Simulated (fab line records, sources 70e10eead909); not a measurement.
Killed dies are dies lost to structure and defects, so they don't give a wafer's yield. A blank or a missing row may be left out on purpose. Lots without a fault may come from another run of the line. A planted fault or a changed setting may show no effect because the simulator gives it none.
Which tool did it? | flow nand_harc | 13 lots, 39 wafers sampled, at 5 steps of a route of 1302

WHAT THE GAUGES READ, wafer by wafer
NHARC_THIN_TSV_CD_MEAS_37. Usual: cd_nm 5001 nm, standard deviation 3.5.
lot  | measured     | on        | cd_nm (nm)     | flag
L535 | day 23 13:22 | cd_sem-02 | 4999 4996 5000 |
L539 | day 25 01:31 | cd_sem-03 | 5004 5003 5004 |
L540 | day 25 21:52 | cd_sem-01 | 5004 5007 5005 |
L542 | day 26 16:46 | cd_sem-03 | 5002 5001 5003 |
L541 | day 26 18:02 | cd_sem-03 | 5004 5003 5000 |
L543 | day 27 10:03 | cd_sem-03 | 4994 5000 4996 |
L551 | day 30 15:26 | cd_sem-02 | 5001 5003 5006 |
L552 | day 30 14:15 | cd_sem-02 | 5003 5006 5002 |
L554 | day 31 20:53 | cd_sem-02 | 5001 4997 5000 |
L553 | day 32 09:47 | cd_sem-01 | 5002 4999 5002 |
L556 | day 32 20:02 | cd_sem-02 | 4994 5000 4994 |
L557 | day 32 19:21 | cd_sem-02 | 5000 4999 5004 |
L558 | day 33 07:01 | cd_sem-01 | 5002 5000 5002 |

NHARC_END_SORT_01. Usual: killed_at_array 52, standard deviation 19; killed_at_other 1.0, standard deviation 1.2; killed_at_periphery 4.1, standard deviation 2.8; killed_dies 57, standard deviation 19; killed_open 3.1, standard deviation 1.7; killed_short 2.5, standard deviation 1.5.
lot  | measured     | on        | killed_at_array | killed_at_other | killed_at_periphery | killed_dies | killed_open | killed_short | flag
L542 | day 27 02:43 | prober-01 | 149 134 140     | 2 0 0           | 2 0 2               | 153 134 142 | 5 2 1       | 2 1 1        | OFF
L541 | day 27 01:09 | prober-02 | 112 163 160     | 1 1 0           | 6 0 3               | 119 164 163 | 2 4 5       | 5 0 0        | OFF
L543 | day 27 19:47 | prober-01 | 27 36 35        | 0 0 1           | 6 13 10             | 33 49 46    | 1 8 2       | 1 5 2        |
L553 | day 32 18:06 | prober-01 | 26 38 32        | 0 0 1           | 0 2 2               | 26 40 35    | 2 5 5       | 1 2 3        |

WHICH TOOL RAN EACH LOT (tool, then ch and the chambers of the sampled wafers, then the start)
lot  | NHARC_A_CONTACT_CVD_19        | NHARC_THIN_TSV_ETCHBACK_48         | NHARC_THIN_TSV_PVD_51
L535 | cvd_w-01 ch 0,1, day 22 03:43 | rie_diel-11 ch 1,2, day 23 08:14   | pvd_sputter-01, day 23 13:22 or earlier
L539 | cvd_w-02 ch 0,1, day 23 07:16 | rie_diel-07 ch 1,2,3, day 24 20:27 | pvd_sputter-02, day 25 01:31 or earlier
L540 | cvd_w-02 ch 0,1, day 24 08:51 | rie_diel-09 ch 0,3, day 25 16:47   | pvd_sputter-03, day 25 21:52 or earlier
L542 | cvd_w-02 ch 0,1, day 25 04:11 | rie_diel-09 ch 0,3, day 26 11:35   | pvd_sputter-02, day 26 16:46 or earlier
L541 | cvd_w-02 ch 0,1, day 25 05:17 | rie_diel-07 ch 0,1,3, day 26 12:59 | pvd_sputter-01, day 26 18:02 or earlier
L543 | cvd_w-01 ch 0,1, day 25 20:50 | rie_diel-07 ch 0,1, day 27 04:57   | pvd_sputter-02, day 27 10:03 or earlier
L551 | cvd_w-02 ch 0,1, day 29 00:26 | rie_diel-11 ch 0,1,3, day 30 10:25 | pvd_sputter-02, day 30 15:26 or earlier
L552 | cvd_w-01 ch 0,1, day 29 02:32 | rie_diel-11 ch 1,2,3, day 30 09:17 | pvd_sputter-01, day 30 14:15 or earlier
L554 | cvd_w-01 ch 1, day 30 08:38   | rie_diel-09 ch 0,1, day 31 15:53   | pvd_sputter-01, day 31 20:53 or earlier
L553 | cvd_w-02 ch 0,1, day 30 12:29 | rie_diel-11 ch 1,2, day 32 04:52   | pvd_sputter-02, day 32 09:47 or earlier
L556 | cvd_w-02 ch 0,1, day 31 04:23 | rie_diel-11 ch 1,2, day 32 15:03   | pvd_sputter-02, day 32 20:02 or earlier
L557 | cvd_w-02 ch 0,1, day 31 05:43 | rie_diel-09 ch 0,2,3, day 32 14:09 | pvd_sputter-01, day 32 19:21 or earlier
L558 | cvd_w-02 ch 0,1, day 31 17:55 | rie_diel-09 ch 0,1, day 33 01:23   | pvd_sputter-02, day 33 07:01 or earlier
- NHARC_A_CONTACT_CVD_19: deposits W, target thk 300 nm, time 802 s.
- NHARC_THIN_TSV_ETCHBACK_48: etches the open film in C4F8/Ar, target depth 1028.5 nm, time 405.17 s.
- NHARC_THIN_TSV_PVD_51: deposits Cu, target thk 100 nm.

WHAT THE TOOLS THEMSELVES READ (means of the sampled wafers that have a number; where no wafer has one, the mark that the record gives instead)
NHARC_A_CONTACT_CVD_19. Usual: heater_power_w 457 W, standard deviation 38; mfc_ar_sccm 1559 sccm, standard deviation 4.8; throttle_valve_pct 8.06 %, standard deviation 0.24.
lot  | tool     | heater_power_w (W) | mfc_ar_sccm (sccm) | throttle_valve_pct (%) | flag
L535 | cvd_w-01 | 468                | 1564               | 8.32                   |
L539 | cvd_w-02 | 426                | 1556               | 7.97                   |
L540 | cvd_w-02 | 445                | 1560               | 8.02                   |
L542 | cvd_w-02 | 424                | 1563               | 7.98                   |
L541 | cvd_w-02 | 432                | 1560               | 8.08                   |
L543 | cvd_w-01 | 484                | 1558               | 8.17                   |
L551 | cvd_w-02 | 433                | 1560               | 8.01                   |
L552 | cvd_w-01 | 467                | 1563               | 8.04                   |
L554 | cvd_w-01 | 510                | 1561               | 8.14                   |
L553 | cvd_w-02 | 457                | 1553               | 7.80                   |
L556 | cvd_w-02 | 450                | 1559               | 8.03                   |
L557 | cvd_w-02 | 449                | 1564               | 7.76                   |
L558 | cvd_w-02 | 457                | 1555               | 7.88                   |

NHARC_THIN_TSV_ETCHBACK_48. Usual: oes_product_au 0.933 a.u., standard deviation 0.024; rf_vpp_V 548 V, standard deviation 3.4.
lot  | tool        | oes_product_au (a.u.) | rf_vpp_V (V) | flag
L535 | rie_diel-11 | 0.930                 | 546          |
L539 | rie_diel-07 | 0.918                 | 544          |
L540 | rie_diel-09 | 0.916                 | 550          |
L542 | rie_diel-09 | 0.921                 | 550          |
L541 | rie_diel-07 | 0.943                 | 547          |
L543 | rie_diel-07 | 0.930                 | 547          |
L551 | rie_diel-11 | 0.918                 | 546          |
L552 | rie_diel-11 | 0.924                 | 547          |
L554 | rie_diel-09 | 0.919                 | 549          |
L553 | rie_diel-11 | 0.930                 | 546          |
L556 | rie_diel-11 | 0.930                 | 546          |
L557 | rie_diel-09 | 0.921                 | 551          |
L558 | rie_diel-09 | 0.923                 | 549          |

NHARC_THIN_TSV_PVD_51. Usual: throttle_valve_pct 30.1 %, standard deviation 0.98.
lot  | tool           | throttle_valve_pct (%) | flag
L535 | pvd_sputter-01 | 30.2                   |
L539 | pvd_sputter-02 | 29.8                   |
L540 | pvd_sputter-03 | 29.3                   |
L542 | pvd_sputter-02 | 29.6                   |
L541 | pvd_sputter-01 | 30.2                   |
L543 | pvd_sputter-02 | 29.3                   |
L551 | pvd_sputter-02 | 31.0                   |
L552 | pvd_sputter-01 | 30.3                   |
L554 | pvd_sputter-01 | 30.4                   |
L553 | pvd_sputter-02 | 29.4                   |
L556 | pvd_sputter-02 | 30.3                   |
L557 | pvd_sputter-01 | 30.2                   |
L558 | pvd_sputter-02 | 29.8                   |

THE ANSWER, worked out from the rows above alone
Rule: a lot is off if the mean of its wafers that have a number lies more than 3 standard deviations from the usual mean. A lot without any number at a reading at which 4 lots or more have one is off too. The other lots that the step has rows for count as sound. The gauges are gone through in route order, then the tools' own readings, and for those a lot's mean is taken as printed above. The first step at which some lot is off is used, and at that step the reading that is off furthest; a lot without a number counts as furthest.
Off: L542, L541, at NHARC_END_SORT_01 (killed_at_array). Neither off nor sound, because the step has no rows for them: L535, L539, L540, L551, L552, L554, L556, L557, L558.
A tool fits if, at a process step before that reading, it ran every lot that is off, and no sound lot after the first of them. The gauges at NHARC_END_SORT_01 are tried like those tools. NHARC_THIN_TSV_PVD_51 gives no start for some lots, so the hours and the order of its lots are those of NHARC_THIN_TSV_CD_MEAS_37. None of those tried fits.

WHAT THE SIMULATOR HAD PUT IN
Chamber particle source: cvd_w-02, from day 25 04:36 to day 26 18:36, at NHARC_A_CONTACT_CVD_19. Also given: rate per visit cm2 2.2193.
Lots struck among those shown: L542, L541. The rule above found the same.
